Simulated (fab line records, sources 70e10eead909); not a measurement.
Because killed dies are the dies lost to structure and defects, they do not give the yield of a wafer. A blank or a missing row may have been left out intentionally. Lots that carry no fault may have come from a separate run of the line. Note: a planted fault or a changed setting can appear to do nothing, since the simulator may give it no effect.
Chamber matching -- flow nand harc -- 4 sister chambers for NHARC_P_CONTACT_CMP_24 on cmp-04
The step polishes, t overpolish 30 s, target thk 200 nm. 18 wafers are shown with their chamber, then 9 later ones without.

== WAFERS WITH THEIR CHAMBER ==
wafer,chamber,motor current A (A),slurry filter dp kPa (kPa),time to endpoint s (s)
L075.1,0,13.4,13.60,40.6
L075.3,1,10.8,13.37,40.7
L075.5,0,12.9,13.36,41.7
L076.2,3,10.4,13.44,38.2
L076.4,0,12.9,13.49,36.7
L076.5,0,13.5,13.51,37.1
L079.1,3,10.2,13.55,41.4
L079.4,1,12.1,13.60,38.4
L079.6,0,12.8,13.74,37.8
L080.1,0,13.2,13.48,37.2
L080.4,3,10.6,13.52,34.6
L080.5,2,11.9,13.49,37.8
L086.1,2,11.6,13.75,39.9
L086.4,0,12.4,13.43,38.1
L086.5,1,11.1,13.37,38.9
L087.2,0,12.7,13.70,36.1
L087.3,3,10.9,13.46,38.4
L087.5,2,11.4,13.57,37.7

SIGNATURES (averages over the wafers above)
reading,chamber 0,chamber 1,chamber 2,chamber 3,scatter within a chamber
motor current A,12.975,11.333,11.633,10.525,0.403
slurry filter dp kPa,13.5388,13.4467,13.6033,13.4925,0.119
time to endpoint s,38.163,39.333,38.467,38.150,2.01
Rule: distance of a wafer from a chamber = root of the sum over the readings of ((wafer's reading minus chamber's mean) / reading's scatter) squared. The wafer belongs to the nearest chamber; if the next one is less than 2 further off, it can't be placed. The scatter: take each reading less its chamber's mean, square it, sum over the shown wafers, divide by the number of wafers less the number of chambers, and take the root.

== WAFERS MISSING THEIR CHAMBER ==
wafer,motor current A (A),slurry filter dp kPa (kPa),time to endpoint s (s)
L090.2,11.8,13.56,35.4
L090.4,11.6,13.53,38.8
L090.5,13.1,13.42,35.8
L093.2,11.5,13.78,40.9
L093.4,13.0,13.47,38.4
L093.6,12.3,13.62,38.3
L095.2,10.6,13.58,38.3
L095.4,11.8,13.60,37.3
L095.6,10.9,13.54,40.2

== THE CHAMBER EACH PASSED THROUGH ==
wafer,from the rows above,in truth
L090.2,can't be placed: 2 or 1 or 0 or 3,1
L090.4,can't be placed: 2 or 1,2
L090.5,0,0
L093.2,can't be placed: 2 or 1 or 3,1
L093.4,0,0
L093.6,can't be placed: 2 or 0 or 1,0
L095.2,can't be placed: 3 or 1 or 2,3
L095.4,can't be placed: 2 or 1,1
L095.6,can't be placed: 1 or 3 or 2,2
Placed correctly: 2 of 9. Can't be placed from these rows: 7 (the true chamber is among the candidates in 7). Placed wrongly: 0.
